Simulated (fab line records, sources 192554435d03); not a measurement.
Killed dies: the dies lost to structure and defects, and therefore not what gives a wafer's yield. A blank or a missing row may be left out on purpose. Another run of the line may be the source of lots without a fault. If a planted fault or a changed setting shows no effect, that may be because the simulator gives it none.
Comparing a struck lot with a sound one	flow n5-finfet	15 steps out of a route of 1938
Sound: wafers L278.2, L278.3, L278.5. Struck: wafers L269.1, L269.2, L269.3. At the end, the cause is stated.
Per side, at each step with rows, come the tool, then ch with its chambers, and then its first start. Under that, the readings that differ: sound wafers	struck wafers	difference of the means	sigmas: that difference in standard deviations of wafers without a fault.
alike: readings whose means differ by less than 2 such deviations, and words and numbers that are the same on both sides. not compared: withheld readings, readings that some wafer has no value for, bounds like >300 that may hide the same value, and numbers for which the record gives no deviation and whose values overlap.
A row with sigmas, a row that says differs or no value, or rows on one side alone: a step with any of these is where the two part. Numbers that don't overlap but have no deviation are shown without sigmas and don't part them. A reading that every wafer of one side lacks parts them only if that side has two wafers or more.

first, 8 steps without rows for these wafers: N5_BEOL_M13_COAT_66 (time 60 s, resist thk 110 nm); N5_BEOL_M13_COAT_22 (resist thk 300 nm); N5_BEOL_M13_EBR_24; N5_BEOL_M13_SOFTBAKE_23 (time 60 s); N5_BEOL_M13_EXPOSE_25 (exposes mask M13, target cd 210 nm); N5_BEOL_M13_PEB_26 (peb time 90 s); N5_BEOL_M13_DEVELOP_27 (develop time 45 s); N5_BEOL_M13_HARDBAKE_32 (time 120 s).
N5_BEOL_M13_CD_MEAS_28: the cd target is 209.5 nm.
  sound on cd-sem-03 ch 0, day 15 20:39; struck on cd-sem-03 ch 0, day 13 17:40
  alike: cd-nm
N5_BEOL_M13_OVL_MEAS_29:
  sound on overlay-01 ch 0, day 15 20:41; struck on overlay-01 ch 0, day 13 17:41
  alike: M13_OVL
N5_BEOL_M13_INSPECT_30: inspects for defects (macro).
  sound on defect-inspect-01, day 15 20:42; struck on defect-inspect-02, day 13 17:43
  alike: raw-defect-count
N5_BEOL_M13_DESCUM_33: chemistry O2, time 7.9 s.
  sound on rie-diel-03 ch 0,2,3, day 15 20:44; struck on rie-diel-01 ch 0,2,3, day 13 17:51
  alike: drypump-motor-current-A, oes-product-au, rf-vpp-V, showerhead-plenum-p-Torr, temp-c, throttle-valve-pct
  not compared: rf-hours-counter-h
N5_BEOL_M13_ETCH_67: etches SiARC in CF4, target depth 143 nm, time 238.3 s.
  sound on rie-diel-03 ch 0,2,3, day 15 20:46; struck on rie-diel-01 ch 0,2,3, day 13 17:53
reading	sound	struck	difference	sigmas
etch-rf-on-time-s (s)	228 240 237	270 264 246	+25	+4
rf-vpp-V (V)	184.0 185.6 184.4	156.9 156.0 155.2	-28.6	-24
  alike: drypump-motor-current-A, oes-product-au, showerhead-plenum-p-Torr, throttle-valve-pct
  not compared: bias-w, rf-hours-counter-h
N5_BEOL_M13_ETCH_68: etches SOC in N2/H2, time 355 s.
  sound on rie-diel-03 ch 0,2,3, day 15 20:55; struck on rie-diel-01 ch 0,2,3, day 13 18:02
  alike: bias-w, drypump-motor-current-A, oes-product-au, rf-vpp-V, showerhead-plenum-p-Torr, temp-c, throttle-valve-pct
  not compared: rf-hours-counter-h
N5_PASSIVATION_PROBE_49:
  sound on prober-02, day 17 11:34; struck on prober-01, day 14 23:17
  alike: defect-limited-yield, killed_at_M0_to_M3, killed_at_M4_up, killed-at-contacts, killed-at-front-end, killed-at-other, killed-dies, killed-on-rim, killed-open, killed-short, sort_bin_4_leakage, sort_bin_5_function, sort_bin_6_memory, sort-n-pass, sort-yield-pct

== WHERE THEY PART ==
Within this record, at N5_BEOL_M13_ETCH_67 only. Later steps at which nothing parts them and some readings are alike: N5_BEOL_M13_ETCH_68, N5_PASSIVATION_PROBE_49.

WHY: the cause the simulator had injected
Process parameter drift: rie-diel-01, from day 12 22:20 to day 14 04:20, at N5_BEOL_M13_ETCH_67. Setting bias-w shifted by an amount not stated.
